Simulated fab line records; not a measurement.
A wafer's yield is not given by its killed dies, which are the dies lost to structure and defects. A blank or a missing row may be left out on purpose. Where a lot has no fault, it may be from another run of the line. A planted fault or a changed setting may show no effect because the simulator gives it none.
Which tool is to blame? ; flow n5 finfet ; 36 wafers from 12 lots sampled at 4 of the route's 1938 steps

== WHAT EACH GAUGE READ, for each wafer ==
Not one reading of a measure or inspect step in the record can be checked against a usual standard deviation.

== WHAT TOOL EACH LOT RAN ON (gives the tool, then ch and the chambers of the sampled wafers, and finally the start) ==
lot;N5_WELL_APT_RTA_34;N5_WELL_APT_EPI_41;N5_PMOS_HMC_CHANNEL_EPI_STRIP_17;N5_FIN_SAQP_ALD_61
L563;rtp anneal-01 ch 0, day 1 22:05;epi rpcvd-03 ch 0, day 1 22:25;wet bench-02 ch 0,2,6, day 1 23:41;ald sin-04 ch 0,2,3, day 2 02:28
L564;rtp anneal-02 ch 0, day 2 04:08;epi rpcvd-02 ch 0, day 2 04:22;wet bench-03 ch 3,5,7, day 2 05:37;ald sin-02 ch 0,2, day 2 08:41
L565;rtp anneal-01 ch 0, day 2 09:47;epi rpcvd-01 ch 0, day 2 10:02;wet bench-04 ch 0,2,3, day 2 12:05;ald sin-01 ch 0,1,3, day 2 14:52
L569;rtp anneal-01 ch 0, day 3 09:40;epi rpcvd-01 ch 0, day 3 09:56;wet bench-04 ch 2,3,7, day 3 11:22;ald sin-01 ch 0,3, day 3 14:58
L570;rtp anneal-01 ch 0, day 3 15:49;epi rpcvd-02 ch 0, day 3 16:08;wet bench-02 ch 0,4,5, day 3 17:53;ald sin-01 ch 1,2,3, day 3 20:56
L575;rtp anneal-02 ch 0, day 4 21:51;epi rpcvd-02 ch 0, day 4 22:15;wet bench-04 ch 3,4,5, day 4 23:26;ald sin-01 ch 1,2,3, day 5 05:41
L577;rtp anneal-02 ch 0, day 5 10:06;epi rpcvd-01 ch 0, day 5 10:21;wet bench-02 ch 0,6,7, day 5 11:43;ald sin-04 ch 0,2,3, day 5 14:22
L579;rtp anneal-01 ch 0, day 5 21:56;epi rpcvd-01 ch 0, day 5 22:16;wet bench-02 ch 4,5,6, day 5 23:32;ald sin-02 ch 0,2,3, day 6 02:23
L580;rtp anneal-01 ch 0, day 6 04:04;epi rpcvd-02 ch 0, day 6 04:19;wet bench-03 ch 1,3,7, day 6 05:33;ald sin-01 ch 0,1,3, day 6 08:21
L582;rtp anneal-02 ch 0, day 6 15:37;epi rpcvd-03 ch 0, day 6 15:52;wet bench-04 ch 3,4,5, day 6 17:14;ald sin-02 ch 0,2,3, day 6 20:13
L584;rtp anneal-02 ch 0, day 7 03:40;epi rpcvd-01 ch 0, day 7 03:59;wet bench-04 ch 3,4,7, day 7 05:32;ald sin-01 ch 2,3, day 7 08:11
L585;rtp anneal-02 ch 0, day 7 10:10;epi rpcvd-02 ch 0, day 7 10:25;wet bench-02 ch 0,1,3, day 7 11:49;ald sin-01 ch 1,3, day 7 15:18
- N5_WELL_APT_RTA_34: time 10 s.
- N5_WELL_APT_EPI_41: deposits Si from SiH4/H2, target thk 50 nm, time 297.7 s.
- N5_PMOS_HMC_CHANNEL_EPI_STRIP_17: strips in SPM, time 750 s.
- N5_FIN_SAQP_ALD_61: deposits SiO2, target thk 4 nm, pulse time 1 s, purge time 2 s.

== AS READ BY THE TOOLS THEMSELVES (means over the sampled wafers that have a number; for cases with no such wafer, the mark the record gives instead) ==
N5_WELL_APT_RTA_34. Usual: lamp power pct 13.01 %, standard deviation 0.049; wafer_temp_C_max 1003.5, standard deviation 1.1.
lot;tool;lamp power pct (%);wafer_temp_C_max;flag
L563;rtp anneal-01;13.00;1003.7;
L564;rtp anneal-02;13.00;1003.4;
L565;rtp anneal-01;13.02;1004.1;
L569;rtp anneal-01;13.04;1003.3;
L570;rtp anneal-01;13.00;1003.8;
L575;rtp anneal-02;13.01;1003.0;
L577;rtp anneal-02;12.95;1003.9;
L579;rtp anneal-01;13.02;1002.7;
L580;rtp anneal-01;13.02;1003.3;
L582;rtp anneal-02;12.95;1002.5;
L584;rtp anneal-02;13.01;1004.9;
L585;rtp anneal-02;13.03;1002.8;

N5_WELL_APT_EPI_41. Usual: 11.20 % for throttle valve pct, sd 0.27.
lot;tool;throttle valve pct (%);flag
L563;epi rpcvd-03;10.70;
L564;epi rpcvd-02;11.43;
L565;epi rpcvd-01;11.21;
L569;epi rpcvd-01;11.15;
L570;epi rpcvd-02;11.26;
L575;epi rpcvd-02;11.17;
L577;epi rpcvd-01;11.14;
L579;epi rpcvd-01;11.23;
L580;epi rpcvd-02;11.43;
L582;epi rpcvd-03;10.81;
L584;epi rpcvd-01;11.27;
L585;epi rpcvd-02;11.40;

N5_PMOS_HMC_CHANNEL_EPI_STRIP_17. Usual: bath guard temp C 130.0 C, standard deviation 0.56; bath heat duty pct 15.0 %, standard deviation 1.9.
lot;tool;bath guard temp C (C);bath heat duty pct (%);flag
L563;wet bench-02;129.9;15.7;
L564;wet bench-03;130.0;15.2;
L565;wet bench-04;130.1;14.4;
L569;wet bench-04;-;-;OFF
L570;wet bench-02;-;-;OFF
L575;wet bench-04;130.5;14.5;
L577;wet bench-02;129.7;17.2;
L579;wet bench-02;130.5;14.7;
L580;wet bench-03;129.9;14.9;
L582;wet bench-04;130.5;14.6;
L584;wet bench-04;129.8;14.2;
L585;wet bench-02;130.0;15.7;

N5_FIN_SAQP_ALD_61. Usual: heater power w 484 W, standard deviation 38; precursor pulse height rel 1.000, standard deviation 0.021.
lot;tool;heater power w (W);precursor pulse height rel;flag
L563;ald sin-04;480;0.995;
L564;ald sin-02;539;0.982;
L565;ald sin-01;493;0.998;
L569;ald sin-01;490;1.001;
L570;ald sin-01;475;1.000;
L575;ald sin-01;482;0.996;
L577;ald sin-04;491;1.013;
L579;ald sin-02;510;1.006;
L580;ald sin-01;483;1.008;
L582;ald sin-02;519;0.974;
L584;ald sin-01;472;1.006;
L585;ald sin-01;494;1.004;

== THE ANSWER, worked out from the rows above alone ==
Rule: lot off if the mean of its wafers having a number is beyond 3 standard deviations from the usual mean. A lot without any number at a reading at which 4 lots or more have one is off too. Any other lot the step has rows for is counted as sound. After the gauges, taken in route order, come the tools' own readings; for these a lot's mean is taken, as printed above. The first step at which some lot is off is used, and at that step the reading that is off furthest; a lot without a number counts as furthest.
Off at N5_PMOS_HMC_CHANNEL_EPI_STRIP_17 (bath guard temp C): L569, L570. Without a number there: L569, L570.
If a tool, at that step or one of the process steps before it, ran each lot that is off and ran no sound lot following the first of them, it fits. None of those tried fits.

== WHAT WAS PUT IN BY THE SIMULATOR ==
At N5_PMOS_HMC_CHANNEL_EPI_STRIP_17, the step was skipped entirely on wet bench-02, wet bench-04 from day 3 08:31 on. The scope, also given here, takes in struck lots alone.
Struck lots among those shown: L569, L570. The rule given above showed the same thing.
